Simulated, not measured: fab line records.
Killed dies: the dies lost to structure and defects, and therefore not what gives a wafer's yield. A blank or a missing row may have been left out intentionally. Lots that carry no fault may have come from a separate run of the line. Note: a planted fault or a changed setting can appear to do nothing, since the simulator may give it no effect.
Matching of chambers | flow n5_finfet | N5_BEOL_M8_PECVD_70 on pecvd-02: 3 sister chambers
The step deposits SiO2 from TEOS/O2, target thk 20 nm, time 22.7 s. 14 wafers are shown with their chamber, then 7 later ones without.

== EACH WAFER AND ITS CHAMBER ==
wafer  | chamber | throttle_valve_pct (%) | showerhead_plenum_p_Torr (Torr) | heater_power_w (W)
L082.3 | 2       | 22.1                   | 8.77                            | 795
L082.4 | 1       | 21.4                   | 8.83                            | 618
L082.5 | 0       | 23.0                   | 8.84                            | 744
L088.1 | 1       | 21.6                   | 8.85                            | 588
L088.2 | 0       | 23.2                   | 8.87                            | 744
L088.4 | 0       | 23.1                   | 8.85                            | 747
L091.1 | 0       | 23.2                   | 8.85                            | 882
L091.4 | 2       | 22.5                   | 8.76                            | 785
L091.5 | 1       | 21.6                   | 8.85                            | 624
L090.3 | 0       | 23.0                   | 8.86                            | 817
L090.5 | 1       | 21.3                   | 8.83                            | 690
L090.6 | 2       | 22.2                   | 8.78                            | 699
L093.2 | 2       | 22.1                   | 8.76                            | 756
L093.3 | 1       | 21.4                   | 8.87                            | 667

SIGNATURES (means of the wafers above)
reading                  | chamber 0 | chamber 1 | chamber 2 | scatter within a chamber
throttle_valve_pct       | 23.100    | 21.460    | 22.225    | 0.141
showerhead_plenum_p_Torr | 8.8540    | 8.8460    | 8.7675    | 0.0132
heater_power_w           | 786.80    | 637.40    | 758.75    | 49.9
Rule: for each reading, subtract the chamber's mean from the wafer's reading, divide by that reading's scatter and square the result; add these up over the readings and take the root, which gives the wafer's distance from the chamber. If the next closest chamber is less than 2 further off than the closest, the wafer can't be placed; otherwise it belongs to the closest. The scatter is the square root of a quotient: the sum, over the shown wafers, of each reading's squared deviation from its chamber's mean, divided by wafers minus chambers.

== WAFERS WITHOUT THEIR CHAMBER ==
wafer  | throttle_valve_pct (%) | showerhead_plenum_p_Torr (Torr) | heater_power_w (W)
L093.4 | 23.0                   | 8.83                            | 861
L092.4 | 23.1                   | 8.87                            | 733
L092.5 | 21.5                   | 8.84                            | 576
L092.6 | 22.5                   | 8.80                            | 676
L095.2 | 22.0                   | 8.85                            | 672
L095.4 | 21.7                   | 8.86                            | 687
L095.6 | 22.3                   | 8.78                            | 747

== CHAMBER TAKEN BY EACH ==
wafer  | from the rows above | in truth
L093.4 | 0                   | 0
L092.4 | 0                   | 0
L092.5 | 1                   | 1
L092.6 | 2                   | 2
L095.2 | 1                   | 1
L095.4 | 1                   | 1
L095.6 | 2                   | 2
7 of 7 placed correctly. From these rows, 0 cannot be placed. Wrongly placed: 0.
